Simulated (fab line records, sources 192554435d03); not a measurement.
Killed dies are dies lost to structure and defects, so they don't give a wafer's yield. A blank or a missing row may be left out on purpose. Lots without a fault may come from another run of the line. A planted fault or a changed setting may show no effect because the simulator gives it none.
Chamber matching | flow n5_finfet | N5_BEOL_M8_ILD_DEP_00 on pecvd-04: 3 sister chambers
The step deposits SiCOH lowk from DEMS/porogen, target thk 179.75 nm, time 33.4 s. 3 wafers are shown with their chamber, then 7 later ones without.

WAFERS WITH THEIR CHAMBER
wafer  | chamber | heater_power_w (W)
L084.5 | 1       | 326
L092.1 | 2       | 297
L092.2 | 0       | 226

WAFERS WITHOUT THEIR CHAMBER
wafer  | heater_power_w (W)
L092.3 | 298
L094.2 | 234
L094.3 | 310
L094.4 | 233
L090.1 | 283
L090.4 | 300
L090.6 | 310

WHICH CHAMBER EACH WENT THROUGH
wafer  | from the rows above     | in truth
L092.3 | 2                       | 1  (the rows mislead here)
L094.2 | 0                       | 0
L094.3 | can't be placed: 2 or 1 | 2
L094.4 | 0                       | 0
L090.1 | 2                       | 2
L090.4 | 2                       | 2
L090.6 | can't be placed: 2 or 1 | 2
Placed correctly: 4 of 7. Can't be placed from these rows: 2 (the true chamber is among the candidates in 2). Placed wrongly: 1.
How it was worked out, from the rows above alone: a wafer's distance from a chamber is the root of the sum, over the readings, of the square of ((its reading less the chamber's mean) divided by the reading's scatter). The wafer belongs to the nearest chamber; if the next one is less than 2 further off, it can't be placed. A chamber's mean is the mean of its shown wafers. The scatter: with one shown wafer a chamber, the root of the mean of the squares of how far each hidden wafer lies from its nearest shown one.
